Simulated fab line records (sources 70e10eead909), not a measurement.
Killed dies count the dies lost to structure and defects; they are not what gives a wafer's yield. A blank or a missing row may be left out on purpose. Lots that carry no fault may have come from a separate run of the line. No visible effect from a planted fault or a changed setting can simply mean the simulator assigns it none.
The tool behind it: which one? | flow nandHarc | 72 wafers from 24 lots sampled at 6 of the route's 1159 steps

WHAT THE GAUGES READ, wafer by wafer
NHARC_P_STI_INSPECT_25. Usual: rawDefectCount reads 209 (standard deviation 66).
lot  | measured    | on               | rawDefectCount | flag
L074 | day 3 19:35 | defectInspect-01 | 148 217 164    | 
L075 | day 4 00:35 | defectInspect-01 | 156 191 158    | 
L076 | day 4 08:35 | defectInspect-01 | 197 193 250    | 
L077 | day 4 08:35 | defectInspect-02 | 190 241 245    | 
L078 | day 4 16:40 | defectInspect-01 | 180 184 200    | 
L079 | day 5 01:42 | defectInspect-01 | 159 119 176    | 
L080 | day 5 09:26 | defectInspect-02 | 209 250 239    | 
L081 | day 5 14:47 | defectInspect-01 | 217 185 255    | 
L082 | day 5 14:47 | defectInspect-02 | 127 225 251    | 
L083 | day 5 23:15 | defectInspect-02 | 197 203 211    | 
L084 | day 5 23:14 | defectInspect-01 | 171 235 198    | 
L085 | day 6 22:48 | defectInspect-02 | 222 227 190    | 
L086 | day 6 22:47 | defectInspect-01 | 203 159 270    | 
L087 | day 6 22:48 | defectInspect-01 | 269 152 134    | 
L088 | day 6 22:48 | defectInspect-02 | 196 172 164    | 
L089 | day 7 13:43 | defectInspect-01 | 217 189 333    | 
L090 | day 7 13:44 | defectInspect-02 | 130 241 128    | 
L091 | day 8 00:36 | defectInspect-01 | 192 241 103    | 
L092 | day 8 05:19 | defectInspect-02 | 139 174 281    | 
L093 | day 8 05:19 | defectInspect-01 | 229 200 203    | 
L094 | day 8 19:40 | defectInspect-01 | 227 238 163    | 
L095 | day 8 19:40 | defectInspect-01 | 277 232 357    | 
L096 | day 9 06:04 | defectInspect-02 | 135 98 82      | 
L097 | day 9 12:04 | defectInspect-02 | 236 142 141    | 

NHARC_P_CONTACT_CD_MEAS_12: target cd 90 nm. Usual: cdNm reads 90.1 nm (standard deviation 0.67).
lot  | measured     | on       | cdNm (nm)      | flag
L074 | day 5 18:38  | cdSem-02 | 91.0 90.2 89.8 | 
L075 | day 5 20:49  | cdSem-01 | 89.4 90.1 90.3 | 
L076 | day 6 06:53  | cdSem-01 | 90.2 90.5 90.8 | 
L077 | day 6 04:18  | cdSem-01 | 90.1 90.5 90.8 | 
L078 | day 6 11:14  | cdSem-02 | 89.2 91.0 90.6 | 
L079 | day 6 20:20  | cdSem-01 | 89.5 88.9 89.4 | 
L080 | day 7 08:21  | cdSem-03 | 88.9 88.1 90.1 | 
L081 | day 7 11:46  | cdSem-02 | 90.0 89.1 90.1 | 
L082 | day 7 12:37  | cdSem-03 | 90.5 89.6 90.4 | 
L083 | day 7 20:51  | cdSem-02 | 91.3 90.6 91.0 | 
L084 | day 7 21:08  | cdSem-03 | 89.9 90.4 90.5 | 
L085 | day 8 19:41  | cdSem-03 | 88.6 89.2 88.7 | 
L086 | day 8 18:03  | cdSem-03 | 89.9 89.9 90.0 | 
L087 | day 9 00:34  | cdSem-03 | 90.1 90.5 89.7 | 
L088 | day 8 18:46  | cdSem-01 | 90.1 89.9 90.3 | 
L089 | day 9 09:16  | cdSem-01 | 91.0 90.3 91.1 | 
L090 | day 9 09:34  | cdSem-01 | 90.3 90.3 90.6 | 
L091 | day 9 21:09  | cdSem-03 | 90.6 89.2 88.7 | 
L092 | day 10 02:16 | cdSem-01 | 90.7 89.2 90.7 | 
L093 | day 10 04:35 | cdSem-02 | 90.9 91.4 91.5 | 
L094 | day 10 14:17 | cdSem-01 | 89.8 89.4 90.6 | 
L095 | day 10 15:03 | cdSem-03 | 91.1 91.4 91.3 | 
L096 | day 11 00:32 | cdSem-03 | 89.4 89.0 90.7 | 
L097 | day 11 07:24 | cdSem-03 | 90.1 89.6 90.0 | 

WHICH TOOL RAN EACH LOT (tool, then ch and the chambers of the sampled wafers, then the start)
lot  | NHARC_P_ZERO_WELL_DESCUM_26      | NHARC_P_ZERO_WELL_DESCUM_39      | NHARC_P_GATE_RTA_64             | NHARC_P_CONTACT_DEP_30
L074 | rieDiel-03 ch 2,3, day 1 14:50   | rieDiel-12 ch 0,1,2, day 1 16:31 | rtpAnneal-01 ch 0, day 5 15:54  | pecvd-02 ch 0,1,2, day 5 17:17
L075 | rieDiel-12 ch 0,3, day 1 21:05   | rieDiel-11 ch 0,1,2, day 1 22:45 | rtpAnneal-02 ch 0, day 5 17:38  | pecvd-02 ch 0,2, day 5 19:19
L076 | rieDiel-03 ch 0,1,2, day 2 02:52 | rieDiel-03 ch 0,2,3, day 2 04:29 | rtpAnneal-02 ch 0, day 6 04:01  | pecvd-02 ch 0,1,2, day 6 05:23
L077 | rieDiel-03 ch 0,2,3, day 2 08:38 | rieDiel-11 ch 0,2,3, day 2 10:16 | rtpAnneal-02 ch 0, day 6 01:32  | pecvd-01 ch 0,1,2, day 6 02:52
L078 | rieDiel-12 ch 0,1, day 2 14:44   | rieDiel-11 ch 0,1,2, day 2 16:24 | rtpAnneal-01 ch 0, day 6 08:28  | pecvd-04 ch 1,2, day 6 09:49
L079 | rieDiel-11 ch 0,1,2, day 2 20:46 | rieDiel-11 ch 0,1,2, day 2 22:16 | rtpAnneal-01 ch 0, day 6 17:28  | pecvd-04 ch 0,1, day 6 18:47
L080 | rieDiel-12 ch 0,2,3, day 3 02:38 | rieDiel-11 ch 0,1,3, day 3 04:17 | rtpAnneal-01 ch 0, day 7 05:29  | pecvd-01 ch 1,2, day 7 06:49
L081 | rieDiel-03 ch 2,3, day 3 08:48   | rieDiel-11 ch 0,3, day 3 10:26   | rtpAnneal-01 ch 0, day 7 09:04  | pecvd-04 ch 0,2, day 7 10:25
L082 | rieDiel-03 ch 0,1,2, day 3 14:38 | rieDiel-03 ch 1,2,3, day 3 16:16 | rtpAnneal-02 ch 0, day 7 09:46  | pecvd-01 ch 0,1,2, day 7 11:05
L083 | rieDiel-12 ch 0,1,2, day 3 20:40 | rieDiel-03 ch 1,2, day 3 22:18   | rtpAnneal-02 ch 0, day 7 17:55  | pecvd-01 ch 0,1,2, day 7 19:25
L084 | rieDiel-11 ch 0,3, day 4 02:53   | rieDiel-03 ch 0,2, day 4 04:26   | rtpAnneal-01 ch 0, day 7 18:07  | pecvd-04 ch 0,1,2, day 7 19:35
L085 | rieDiel-12 ch 0,1, day 4 08:50   | rieDiel-11 ch 0,1,3, day 4 10:23 | rtpAnneal-01 ch 0, day 8 16:53  | pecvd-04 ch 0,1,2, day 8 18:15
L086 | rieDiel-03 ch 1,2, day 4 14:52   | rieDiel-03 ch 0,3, day 4 16:23   | rtpAnneal-02 ch 0, day 8 15:11  | pecvd-01 ch 1,2, day 8 16:29
L087 | rieDiel-03 ch 0,1,3, day 4 20:59 | rieDiel-12 ch 1,2,3, day 4 22:38 | rtpAnneal-01 ch 0, day 8 21:48  | pecvd-01 ch 0,1,2, day 8 23:13
L088 | rieDiel-11 ch 0,1,2, day 5 02:40 | rieDiel-12 ch 0,1,3, day 5 04:11 | rtpAnneal-02 ch 0, day 8 16:01  | pecvd-02 ch 1,2, day 8 17:21
L089 | rieDiel-11 ch 1,2, day 5 08:37   | rieDiel-03 ch 1,2,3, day 5 10:14 | rtpAnneal-02 ch 0, day 9 06:10  | pecvd-01 ch 1,2, day 9 07:46
L090 | rieDiel-03 ch 1,3, day 5 14:39   | rieDiel-12 ch 0,2, day 5 16:17   | rtpAnneal-02 ch 0, day 9 06:32  | pecvd-02 ch 0,2, day 9 08:01
L091 | rieDiel-12 ch 0,3, day 5 20:40   | rieDiel-12 ch 0,1, day 5 22:17   | rtpAnneal-02 ch 0, day 9 18:17  | pecvd-02 ch 0,1,2, day 9 19:39
L092 | rieDiel-12 ch 0,1,2, day 6 02:40 | rieDiel-03 ch 1,2, day 6 04:17   | rtpAnneal-02 ch 0, day 9 23:22  | pecvd-04 ch 0,1,2, day 10 00:43
L093 | rieDiel-11 ch 1,2, day 6 08:38   | rieDiel-11 ch 0,1,3, day 6 10:16 | rtpAnneal-02 ch 0, day 10 01:43 | pecvd-01 ch 0,2, day 10 03:03
L094 | rieDiel-03 ch 2,3, day 6 14:37   | rieDiel-03 ch 0,3, day 6 16:08   | rtpAnneal-02 ch 0, day 10 11:34 | pecvd-01 ch 0,1, day 10 12:54
L095 | rieDiel-12 ch 1,2, day 6 20:45   | rieDiel-03 ch 0,3, day 6 22:23   | rtpAnneal-02 ch 0, day 10 12:07 | pecvd-04 ch 0,1, day 10 13:31
L096 | rieDiel-11 ch 0,2,3, day 7 02:44 | rieDiel-03 ch 0,2,3, day 7 04:16 | rtpAnneal-02 ch 0, day 10 21:42 | pecvd-02 ch 0,1,2, day 10 23:07
L097 | rieDiel-11 ch 0,1, day 7 08:37   | rieDiel-11 ch 0,3, day 7 10:10   | rtpAnneal-02 ch 0, day 11 04:23 | pecvd-02 ch 0,1,2, day 11 05:52
- NHARC_P_ZERO_WELL_DESCUM_26: chemistry O2, time 3 s.
- NHARC_P_ZERO_WELL_DESCUM_39: chemistry O2, time 3 s.
- NHARC_P_GATE_RTA_64: time 1 s.
- NHARC_P_CONTACT_DEP_30: deposits SiNx, target thk 30 nm.

AS READ BY THE TOOLS THEMSELVES (means over the sampled wafers that have a number; for cases with no such wafer, the mark the record gives instead)
NHARC_P_ZERO_WELL_DESCUM_26. Usual: drypumpMotorCurrentA 5.7 A, standard deviation 0.37; oesProductAu 1.000 a.u., standard deviation 0.0083; rfVppV 57.7 V, standard deviation 0.92; showerheadPlenumPTorr 1.90 Torr, standard deviation 0.088; throttleValvePct 11.312 %, standard deviation 0.0093.
lot  | tool       | drypumpMotorCurrentA (A) | oesProductAu (a.u.) | rfVppV (V) | showerheadPlenumPTorr (Torr) | throttleValvePct (%) | flag
L074 | rieDiel-03 | 5.5                      | 0.988               | 58.2       | 2.02                         | 11.320               | 
L075 | rieDiel-12 | 6.2                      | 0.990               | 57.3       | 1.81                         | 11.320               | 
L076 | rieDiel-03 | 5.5                      | 0.993               | 57.6       | 1.89                         | 11.316               | 
L077 | rieDiel-03 | 5.4                      | 1.005               | 57.7       | 1.96                         | 11.309               | 
L078 | rieDiel-12 | 6.1                      | 1.005               | 57.6       | 1.95                         | 11.310               | 
L079 | rieDiel-11 | 5.3                      | 1.001               | 58.0       | 1.90                         | 11.310               | 
L080 | rieDiel-12 | 6.2                      | 1.000               | 57.9       | 1.86                         | 11.309               | 
L081 | rieDiel-03 | 5.5                      | 0.998               | 58.0       | 2.01                         | 11.312               | 
L082 | rieDiel-03 | 5.5                      | 1.015               | 58.2       | 1.89                         | 11.309               | 
L083 | rieDiel-12 | 6.1                      | 0.996               | 58.3       | 1.93                         | 11.309               | 
L084 | rieDiel-11 | 5.7                      | 0.997               | 56.7       | 1.83                         | 11.305               | 
L085 | rieDiel-12 | 6.1                      | 1.000               | 58.2       | 1.95                         | 11.315               | 
L086 | rieDiel-03 | 5.8                      | 1.001               | 58.4       | 1.87                         | 11.308               | 
L087 | rieDiel-03 | 5.6                      | 1.007               | 58.7       | 1.88                         | 11.308               | 
L088 | rieDiel-11 | 5.3                      | 0.999               | 58.0       | 1.90                         | 11.317               | 
L089 | rieDiel-11 | 5.2                      | 1.002               | 57.8       | 1.94                         | 11.316               | 
L090 | rieDiel-03 | 5.9                      | 1.009               | 56.8       | 1.86                         | 11.313               | 
L091 | rieDiel-12 | 6.2                      | 1.002               | 56.5       | 1.81                         | 11.309               | 
L092 | rieDiel-12 | 6.1                      | 0.996               | 57.5       | 1.93                         | 11.300               | 
L093 | rieDiel-11 | 5.2                      | 1.001               | 58.4       | 1.94                         | 11.315               | 
L094 | rieDiel-03 | 5.5                      | 0.994               | 58.1       | 2.01                         | 11.303               | 
L095 | rieDiel-12 | 5.9                      | 0.995               | 58.1       | 1.97                         | 11.308               | 
L096 | rieDiel-11 | 5.4                      | 1.005               | 57.1       | 1.87                         | 11.315               | 
L097 | rieDiel-11 | 5.4                      | 0.997               | 57.2       | 1.91                         | 11.305               | 

NHARC_P_ZERO_WELL_DESCUM_39. Usual: drypumpMotorCurrentA 5.6 A, standard deviation 0.38; oesProductAu 0.998 a.u., standard deviation 0.0085; rfVppV 57.7 V, standard deviation 0.86; showerheadPlenumPTorr 1.90 Torr, standard deviation 0.085; throttleValvePct 11.310 %, standard deviation 0.0094.
lot  | tool       | drypumpMotorCurrentA (A) | oesProductAu (a.u.) | rfVppV (V) | showerheadPlenumPTorr (Torr) | throttleValvePct (%) | flag
L074 | rieDiel-12 | 6.1                      | 1.003               | 57.0       | 1.93                         | 11.317               | 
L075 | rieDiel-11 | 5.3                      | 0.998               | 57.7       | 1.90                         | 11.304               | 
L076 | rieDiel-03 | 5.4                      | 0.995               | 57.5       | 1.96                         | 11.304               | 
L077 | rieDiel-11 | 5.4                      | 0.999               | 58.0       | 1.87                         | 11.314               | 
L078 | rieDiel-11 | 5.3                      | 0.997               | 57.0       | 1.90                         | 11.308               | 
L079 | rieDiel-11 | 5.3                      | 0.993               | 58.1       | 1.90                         | 11.312               | 
L080 | rieDiel-11 | 5.5                      | 0.989               | 58.0       | 1.87                         | 11.312               | 
L081 | rieDiel-11 | 5.6                      | 0.993               | 57.7       | 1.84                         | 11.313               | 
L082 | rieDiel-03 | 5.7                      | 0.997               | 58.6       | 1.94                         | 11.299               | 
L083 | rieDiel-03 | 5.8                      | 0.995               | 57.9       | 1.87                         | 11.301               | 
L084 | rieDiel-03 | 5.2                      | 1.004               | 57.4       | 1.91                         | 11.313               | 
L085 | rieDiel-11 | 5.5                      | 1.002               | 58.1       | 1.87                         | 11.317               | 
L086 | rieDiel-03 | 5.3                      | 1.005               | 57.7       | 1.90                         | 11.315               | 
L087 | rieDiel-12 | 6.0                      | 1.000               | 58.2       | 1.92                         | 11.310               | 
L088 | rieDiel-12 | 6.1                      | 1.002               | 57.2       | 1.88                         | 11.309               | 
L089 | rieDiel-03 | 5.7                      | 0.997               | 57.8       | 1.94                         | 11.306               | 
L090 | rieDiel-12 | 6.3                      | 1.001               | 57.2       | 1.86                         | 11.311               | 
L091 | rieDiel-12 | 6.1                      | 1.001               | 58.0       | 1.95                         | 11.316               | 
L092 | rieDiel-03 | 5.6                      | 0.996               | 58.4       | 1.94                         | 11.307               | 
L093 | rieDiel-11 | 5.5                      | 0.995               | 57.9       | 1.87                         | 11.316               | 
L094 | rieDiel-03 | 5.4                      | 1.000               | 57.9       | 1.96                         | 11.303               | 
L095 | rieDiel-03 | 5.4                      | 1.000               | 57.7       | 1.96                         | 11.312               | 
L096 | rieDiel-03 | 5.4                      | 0.997               | 58.1       | 1.96                         | 11.321               | 
L097 | rieDiel-11 | 5.7                      | 1.002               | 57.7       | 1.83                         | 11.311               | 

NHARC_P_GATE_RTA_64. Usual: lampPowerPct 31.6 %, standard deviation 1; wafer_temp_C_max 1055.7, standard deviation 1.6.
lot  | tool         | lampPowerPct (%) | wafer_temp_C_max | flag
L074 | rtpAnneal-01 | 32.9             | 1054.6           | 
L075 | rtpAnneal-02 | 30.9             | 1056.8           | 
L076 | rtpAnneal-02 | 30.8             | 1055.1           | 
L077 | rtpAnneal-02 | 30.9             | 1057.3           | 
L078 | rtpAnneal-01 | 33.0             | 1054.9           | 
L079 | rtpAnneal-01 | 33.0             | 1053.9           | 
L080 | rtpAnneal-01 | 33.0             | 1053.9           | 
L081 | rtpAnneal-01 | 33.0             | 1053.7           | 
L082 | rtpAnneal-02 | 30.8             | 1057.6           | 
L083 | rtpAnneal-02 | 30.8             | 1056.1           | 
L084 | rtpAnneal-01 | 33.0             | 1053.6           | 
L085 | rtpAnneal-01 | 32.9             | 1053.5           | 
L086 | rtpAnneal-02 | 30.9             | 1057.2           | 
L087 | rtpAnneal-01 | 32.9             | 1054.4           | 
L088 | rtpAnneal-02 | 30.9             | 1056.5           | 
L089 | rtpAnneal-02 | 30.8             | 1056.0           | 
L090 | rtpAnneal-02 | 30.8             | 1056.1           | 
L091 | rtpAnneal-02 | 30.8             | 1056.5           | 
L092 | rtpAnneal-02 | 30.9             | 1056.2           | 
L093 | rtpAnneal-02 | 30.9             | 1057.5           | 
L094 | rtpAnneal-02 | 30.8             | 1057.5           | 
L095 | rtpAnneal-02 | 30.8             | 1056.6           | 
L096 | rtpAnneal-02 | 30.9             | 1057.8           | 
L097 | rtpAnneal-02 | 30.9             | 1056.4           | 

NHARC_P_CONTACT_DEP_30. Usual: heaterPowerW 636 W, standard deviation 85; susceptorTempC 400.02 C, standard deviation 0.2.
lot  | tool     | heaterPowerW (W) | susceptorTempC (C) | flag
L074 | pecvd-02 | 641              | 400.05             | 
L075 | pecvd-02 | 613              | 399.97             | 
L076 | pecvd-02 | 645              | 400.16             | 
L077 | pecvd-01 | 634              | 400.07             | 
L078 | pecvd-04 | 707              | 399.94             | 
L079 | pecvd-04 | 728              | 399.88             | 
L080 | pecvd-01 | 572              | 400.16             | 
L081 | pecvd-04 | 577              | 400.04             | 
L082 | pecvd-01 | 632              | 399.97             | 
L083 | pecvd-01 | 614              | 400.11             | 
L084 | pecvd-04 | 662              | 399.92             | 
L085 | pecvd-04 | 648              | 400.03             | 
L086 | pecvd-01 | 663              | 400.02             | 
L087 | pecvd-01 | 580              | 399.99             | 
L088 | pecvd-02 | 660              | 400.03             | 
L089 | pecvd-01 | 671              | 400.20             | 
L090 | pecvd-02 | 665              | 400.09             | 
L091 | pecvd-02 | 618              | 399.87             | 
L092 | pecvd-04 | 670              | 400.05             | 
L093 | pecvd-01 | 764              | 399.93             | 
L094 | pecvd-01 | 524              | 400.17             | 
L095 | pecvd-04 | 691              | 400.06             | 
L096 | pecvd-02 | 591              | 399.82             | 
L097 | pecvd-02 | 602              | 400.00             | 

THE ANSWER, worked out from the rows above alone
Rule: take the mean of a lot's wafers that have a number; if it is more than 3 standard deviations from the usual mean, the lot is off. Also off: a lot with no number at a reading for which 4 or more lots have one. All remaining lots with rows at the step are treated as sound. First the gauges in route order, then the tools' own readings, where a lot's mean is used as printed above. The first step at which some lot is off is used, and at that step the reading that is off furthest; a lot without a number counts as furthest.
No lot is off at any reading shown: from this, nothing can be told.

WHAT HAD BEEN PUT IN BY THE SIMULATOR
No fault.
